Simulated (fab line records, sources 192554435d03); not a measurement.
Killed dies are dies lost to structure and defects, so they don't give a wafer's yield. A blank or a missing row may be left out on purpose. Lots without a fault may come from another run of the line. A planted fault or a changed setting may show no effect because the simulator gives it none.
Which tool did it? | flow n5_finfet | 14 lots, 41 wafers sampled, at 6 steps of a route of 1938

WHAT THE GAUGES READ, wafer by wafer
N5_BEOL_M12_CD_MEAS_17: target cd 140 nm.
lot  | measured     | on        | cd_nm (nm)
L731 | day 11 03:43 | cd_sem-02 | 140.2 137.5 139.7
L733 | day 11 19:46 | cd_sem-01 | 138.5 140.9 140.0
L734 | day 11 22:21 | cd_sem-03 | 138.6 140.9
L737 | day 11 22:35 | cd_sem-01 | - - -
L735 | day 12 06:28 | cd_sem-02 | - - -
L736 | day 12 08:13 | cd_sem-01 | 136.3 138.4 140.1
L741 | day 13 10:10 | cd_sem-01 | 139.1 140.2 135.9
L742 | day 13 14:08 | cd_sem-03 | 140.7 141.7 142.6
L746 | day 14 06:16 | cd_sem-02 | 134.9 142.6 139.3
L749 | day 15 12:10 | cd_sem-02 | 140.6 137.6 137.8
L748 | day 15 12:35 | cd_sem-03 | 136.2 134.2 135.4
L751 | day 15 21:24 | cd_sem-03 | 139.0 141.1 137.5
L750 | day 15 23:33 | cd_sem-03 | 136.7 140.8 135.8
L752 | day 16 02:50 | cd_sem-01 | 138.2 139.2 138.6

N5_BEOL_M12_OVL_MEAS_29.
lot  | measured     | on         | M12_OVL (nm)
L731 | day 11 04:04 | overlay-02 | -6 -7 -2
L733 | day 11 20:07 | overlay-01 | 10 3 9
L734 | day 11 22:50 | overlay-01 | -14 -13
L736 | day 12 08:43 | overlay-02 | 6 -3 6
L741 | day 13 10:32 | overlay-01 | -3 -5 -3
L742 | day 13 14:37 | overlay-01 | -4 -9 -1
L746 | day 14 06:44 | overlay-02 | 3 -4 -4
L749 | day 15 12:31 | overlay-01 | 4 2 -1
L748 | day 15 12:56 | overlay-02 | 5 7 4
L751 | day 15 21:53 | overlay-01 | 2 7 10
L750 | day 16 00:02 | overlay-01 | -7 -13 -13
L752 | day 16 03:11 | overlay-01 | -8 -6 -4

WHICH TOOL RAN EACH LOT (tool, then ch and the chambers of the sampled wafers, then the start)
lot  | N5_BEOL_M11_ETCH_41                           | N5_BEOL_M11_SPUTTER_48       | N5_BEOL_M12_VIA_ETCH_16            | N5_BEOL_M12_STRIP_63
L731 | rie_diel-03 ch 0,2,3, day 11 01:19 or earlier | pvd_sputter-03, day 11 01:19 | rie_diel-05 ch 0,1, day 11 03:18   | plasma_asher-01 ch 1, day 11 03:30
L733 | rie_diel-03 ch 0,1,2, day 11 17:08 or earlier | pvd_sputter-02, day 11 17:08 | rie_diel-06 ch 0,1, day 11 19:22   | plasma_asher-02 ch 0, day 11 19:34
L734 | rie_diel-02 ch 2,3, day 11 20:10 or earlier   | pvd_sputter-01, day 11 20:10 | rie_diel-04 ch 1,2, day 11 21:56   | plasma_asher-02 ch 1, day 11 22:08
L737 | rie_diel-03 ch 0,3, day 11 20:26 or earlier   | pvd_sputter-02, day 11 20:26 | rie_diel-06 ch 0,3, day 11 22:04   | plasma_asher-02 ch 0,1, day 11 22:19
L735 | rie_diel-01 ch 1,2, day 12 02:42 or earlier   | pvd_sputter-02, day 12 02:42 | rie_diel-04 ch 0,1, day 12 06:04   | plasma_asher-02 ch 1, day 12 06:16
L736 | rie_diel-02 ch 0,3, day 12 05:33 or earlier   | pvd_sputter-01, day 12 05:33 | rie_diel-04 ch 0,2, day 12 07:49   | plasma_asher-01 ch 0,1, day 12 08:01
L741 | rie_diel-03 ch 1,2,3, day 13 07:32 or earlier | pvd_sputter-02, day 13 07:32 | rie_diel-06 ch 0,1,2, day 13 09:43 | plasma_asher-01 ch 0,1, day 13 09:56
L742 | rie_diel-02 ch 0,1,2, day 13 11:58 or earlier | pvd_sputter-02, day 13 11:58 | rie_diel-06 ch 0,3, day 13 13:43   | plasma_asher-01 ch 0,1, day 13 13:56
L746 | rie_diel-02 ch 0,3, day 14 03:12 or earlier   | pvd_sputter-03, day 14 03:12 | rie_diel-05 ch 1,2, day 14 05:46   | plasma_asher-02 ch 0,1, day 14 06:03
L749 | rie_diel-02 ch 0,2, day 15 10:02 or earlier   | pvd_sputter-02, day 15 10:02 | rie_diel-06 ch 1,2,3, day 15 11:45 | plasma_asher-01 ch 0,1, day 15 11:57
L748 | rie_diel-03 ch 0,1, day 15 10:33 or earlier   | pvd_sputter-03, day 15 10:33 | rie_diel-06 ch 2,3, day 15 12:10   | plasma_asher-01 ch 0,1, day 15 12:22
L751 | rie_diel-03 ch 0,2,3, day 15 19:07 or earlier | pvd_sputter-02, day 15 19:07 | rie_diel-04 ch 1,2,3, day 15 20:59 | plasma_asher-01 ch 0,1, day 15 21:11
L750 | rie_diel-02 ch 0,2, day 15 21:24 or earlier   | pvd_sputter-03, day 15 21:24 | rie_diel-04 ch 0,3, day 15 23:08   | plasma_asher-01 ch 0,1, day 15 23:20
L752 | rie_diel-01 ch 0,1,2, day 16 00:41 or earlier | pvd_sputter-01, day 16 00:41 | rie_diel-04 ch 1,2, day 16 02:25   | plasma_asher-02 ch 0,1, day 16 02:37
- N5_BEOL_M11_ETCH_41: etches SiCN in CH3F/O2, target depth 42.6 nm, time 86 s.
- N5_BEOL_M11_SPUTTER_48: material Cu, target thk 12 nm, time 2 s.
- N5_BEOL_M12_VIA_ETCH_16: etches SiOC in C4F8/O2/Ar, target depth 724.8 nm.
- N5_BEOL_M12_STRIP_63: strips in N2/H2.

WHAT THE TOOLS THEMSELVES READ (means of the sampled wafers that have a number; where no wafer has one, the mark that the record gives instead)
N5_BEOL_M11_ETCH_41.
lot  | tool        | CH3F_flow_sccm (sccm) | O2_flow_sccm (sccm) | bias_w (W) | drypump_motor_current_A (A) | oes_product_au (a.u.) | rf_vpp_V (V) | showerhead_plenum_p_Torr (Torr) | throttle_valve_pct (%)
L731 | rie_diel-03 | 30.04                 | 19.99               | 74.94      | 6.4                         | 0.77                  | 299.6        | 2.06                            | 16.23
L733 | rie_diel-03 | 29.94                 | 20.02               | 74.94      | 6.1                         | 0.71                  | 297.7        | 2.01                            | 16.39
L734 | rie_diel-02 | 29.96                 | 19.97               | 75.22      | 5.9                         | 0.71                  | 297.2        | 2.01                            | 16.65
L737 | rie_diel-03 | 29.90                 | 20.04               | 74.89      | 6.3                         | 0.77                  | 299.0        | 2.08                            | 16.20
L735 | rie_diel-01 | 30.08                 | 20.02               | 75.05      | 5.5                         | 0.88                  | 296.7        | 1.97                            | 16.04
L736 | rie_diel-02 | 30.01                 | 19.97               | 74.96      | 5.8                         | 0.77                  | 297.5        | 1.98                            | 16.50
L741 | rie_diel-03 | 29.96                 | 20.00               | 74.98      | 6.2                         | 0.75                  | 297.8        | 2.02                            | 16.40
L742 | rie_diel-02 | 30.04                 | 19.99               | 74.92      | 5.9                         | 0.77                  | 296.8        | 2.00                            | 16.41
L746 | rie_diel-02 | 29.99                 | 19.92               | 74.96      | 5.8                         | 0.75                  | 296.6        | 1.97                            | 16.53
L749 | rie_diel-02 | 29.92                 | 20.03               | 75.47      | 6.0                         | 0.76                  | 298.2        | 2.05                            | 16.37
L748 | rie_diel-03 | 30.06                 | 20.12               | 74.95      | 6.0                         | 0.69                  | 299.1        | 2.02                            | 16.39
L751 | rie_diel-03 | 30.02                 | 20.06               | 74.90      | 6.4                         | 0.74                  | 298.1        | 2.05                            | 16.29
L750 | rie_diel-02 | 30.02                 | 19.98               | 75.34      | 5.9                         | 0.83                  | 297.9        | 2.03                            | 16.18
L752 | rie_diel-01 | 30.00                 | 19.96               | 74.96      | 5.4                         | 0.78                  | 298.1        | 2.00                            | 16.30

N5_BEOL_M11_SPUTTER_48.
lot  | tool           | throttle_valve_pct (%)
L731 | pvd_sputter-03 | 29.9
L733 | pvd_sputter-02 | 31.6
L734 | pvd_sputter-01 | 30.5
L737 | pvd_sputter-02 | 32.4
L735 | pvd_sputter-02 | 32.5
L736 | pvd_sputter-01 | 29.8
L741 | pvd_sputter-02 | 32.3
L742 | pvd_sputter-02 | 31.2
L746 | pvd_sputter-03 | 31.0
L749 | pvd_sputter-02 | 31.8
L748 | pvd_sputter-03 | 29.8
L751 | pvd_sputter-02 | 31.9
L750 | pvd_sputter-03 | 31.0
L752 | pvd_sputter-01 | 29.6

N5_BEOL_M12_VIA_ETCH_16.
lot  | tool        | C4F8_flow_sccm (sccm) | O2_flow_sccm (sccm) | bias_w (W) | drypump_motor_current_A (A) | oes_product_au (a.u.) | rf_vpp_V (V) | showerhead_plenum_p_Torr (Torr) | throttle_valve_pct (%)
L731 | rie_diel-05 | 14.99                 | 8.007               | 697.5      | 5.1                         | 0.83                  | 671          | 3.62                            | 24.24
L733 | rie_diel-06 | 15.00                 | 7.980               | 700.1      | 5.8                         | 0.78                  | 664          | 3.34                            | 24.21
L734 | rie_diel-04 | 14.96                 | 7.992               | 697.5      | 5.8                         | 0.83                  | 666          | 3.40                            | 24.22
L737 | rie_diel-06 | -                     | -                   | -          | -                           | -                     | -            | -                               | -
L735 | rie_diel-04 | -                     | -                   | -          | -                           | -                     | -            | -                               | -
L736 | rie_diel-04 | 15.02                 | 8.008               | 700.4      | 6.0                         | 0.76                  | 665          | 3.37                            | 24.02
L741 | rie_diel-06 | 14.95                 | 8.010               | 700.7      | 5.4                         | 0.70                  | 666          | 3.42                            | 24.21
L742 | rie_diel-06 | 15.00                 | 8.010               | 697.7      | 6.2                         | 0.77                  | 665          | 3.36                            | 24.18
L746 | rie_diel-05 | 15.04                 | 7.984               | 701.0      | 5.3                         | 0.74                  | 668          | 3.45                            | 23.87
L749 | rie_diel-06 | 14.92                 | 7.998               | 699.7      | 5.3                         | 0.72                  | 666          | 3.44                            | 24.13
L748 | rie_diel-06 | 15.02                 | 8.000               | 697.2      | 5.6                         | 0.67                  | 667          | 3.46                            | 24.18
L751 | rie_diel-04 | 15.00                 | 8.009               | 698.6      | 5.9                         | 0.73                  | 664          | 3.36                            | 24.43
L750 | rie_diel-04 | 15.02                 | 8.027               | 701.3      | 6.5                         | 0.62                  | 666          | 3.43                            | 24.41
L752 | rie_diel-04 | 14.99                 | 7.979               | 700.8      | 5.7                         | 0.76                  | 665          | 3.35                            | 24.18

N5_BEOL_M12_STRIP_63.
lot  | tool            | drypump_motor_current_A (A) | heater_power_w (W) | oes_product_au (a.u.) | strip_time_to_endpoint_s (s)
L731 | plasma_asher-01 | 5.64                        | 328                | 0.692                 | 41.4
L733 | plasma_asher-02 | 5.70                        | 358                | 0.687                 | 42.9
L734 | plasma_asher-02 | 5.72                        | 366                | 0.693                 | 42.7
L737 | plasma_asher-02 | 5.72                        | 366                | 0.852                 | 93.1
L735 | plasma_asher-02 | 5.72                        | 364                | 0.864                 | 92.2
L736 | plasma_asher-01 | 5.62                        | 325                | 0.690                 | 43.2
L741 | plasma_asher-01 | 5.60                        | 322                | 0.690                 | 41.6
L742 | plasma_asher-01 | 5.62                        | 319                | 0.695                 | 42.5
L746 | plasma_asher-02 | 5.73                        | 367                | 0.696                 | 43.1
L749 | plasma_asher-01 | 5.64                        | 320                | 0.691                 | 42.8
L748 | plasma_asher-01 | 5.63                        | 323                | 0.692                 | 41.8
L751 | plasma_asher-01 | 5.63                        | 320                | 0.693                 | 42.4
L750 | plasma_asher-01 | 5.63                        | 322                | 0.690                 | 44.5
L752 | plasma_asher-02 | 5.72                        | 365                | 0.695                 | 43.2

THE ANSWER, worked out from the rows above alone
Rule: what is usual is taken from the lots themselves. Put in order of their means at a reading, lots are off if they are a third of the lots or fewer, leave a main group of 4 or more, and stand apart from it by a gap of 3 or more times the standard deviation of the main group's means; of several such gaps the widest counts. A main group whose means are all the same, to the digits that the tables above print for the reading, isn't used. A lot without any number at a reading at which 4 lots or more have one is off too. The other lots that the step has rows for count as sound. The gauges are gone through in route order, then the tools' own readings, and for those a lot's mean is taken as printed above. The first step at which some lot is off is used, and at that step the reading that is off furthest; a lot without a number counts as furthest.
Off: L737, L735, at N5_BEOL_M12_CD_MEAS_17 (cd_nm). Without a number there: L737, L735. The main group: mean 138.8 nm, standard deviation 1.4.
A tool fits if, at a process step before that reading, it ran every lot that is off, and no sound lot after the first of them. The gauges at N5_BEOL_M12_CD_MEAS_17 aren't tried: what is off there is off at N5_BEOL_M12_VIA_ETCH_16 too, on other tools, and a gauge's error can't cause that. N5_BEOL_M11_ETCH_41 gives no start for some lots, so the hours and the order of its lots are those of N5_BEOL_M11_SPUTTER_48. None of those tried fits.

WHAT THE SIMULATOR HAD PUT IN
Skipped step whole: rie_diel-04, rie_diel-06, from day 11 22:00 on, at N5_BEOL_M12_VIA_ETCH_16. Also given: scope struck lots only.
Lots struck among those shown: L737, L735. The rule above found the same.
